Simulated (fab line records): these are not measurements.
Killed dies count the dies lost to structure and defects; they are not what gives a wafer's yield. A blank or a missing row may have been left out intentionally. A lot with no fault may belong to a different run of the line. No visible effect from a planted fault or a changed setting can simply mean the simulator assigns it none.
Chamber matching	flow n5_finfet	4 sister chambers for N5_FIN_SAQP_SPACER2_ETCHBACK_29 on rie_diel-06
The step etches SiO2 in CHF3/O2, target depth 12.2 nm, time 6.1 s. 14 wafers are shown with their chamber, then 7 later ones without.

## WAFERS, EACH WITH ITS CHAMBER
wafer	chamber	drypump_motor_current_A (A)	rf_vpp_V (V)	throttle_valve_pct (%)
L081.2	3	5.7	522	18.76
L081.5	2	6.4	531	18.99
L081.6	1	5.6	501	19.33
L082.1	2	6.4	531	18.99
L082.2	0	4.8	535	18.48
L082.3	3	5.7	522	18.76
L084.2	3	5.7	521	18.77
L084.3	0	4.8	537	18.50
L084.4	1	5.5	500	19.36
L085.4	1	5.5	501	19.35
L085.5	1	5.5	499	19.34
L085.6	3	5.7	522	18.78
L089.3	1	5.5	499	19.35
L089.4	2	6.4	539	18.62

SIGNATURES (averages over the wafers above)
reading	chamber 0	chamber 1	chamber 2	chamber 3	scatter within a chamber
drypump_motor_current_A	4.800	5.520	6.400	5.700	0.0283
rf_vpp_V	536.00	500.00	533.67	521.75	2.22
throttle_valve_pct	18.4900	19.3460	18.8667	18.7675	0.0961
Rule: distance of a wafer from a chamber = root of the sum over the readings of ((wafer's reading minus chamber's mean) / reading's scatter) squared. If the next closest chamber is less than 2 further off than the closest, the wafer can't be placed; otherwise it belongs to the closest. The scatter: the root of (the sum of the squares of (reading less its chamber's mean) over the shown wafers, divided by (wafers less chambers)).

## WAFERS WITHOUT THEIR CHAMBER
wafer	drypump_motor_current_A (A)	rf_vpp_V (V)	throttle_valve_pct (%)
L089.5	5.5	500	19.36
L091.2	6.4	538	18.63
L091.4	5.7	520	18.80
L091.5	6.4	539	18.63
L097.1	4.8	537	18.54
L097.2	5.6	501	19.39
L097.4	5.7	520	18.82

## WHICH CHAMBER EACH WENT THROUGH
wafer	from the rows above	in truth
L089.5	1	1
L091.2	2	2
L091.4	3	3
L091.5	2	2
L097.1	0	0
L097.2	1	1
L097.4	3	3
7 of 7 placed correctly. Not placeable from these rows: 0. Number placed wrongly: 0.
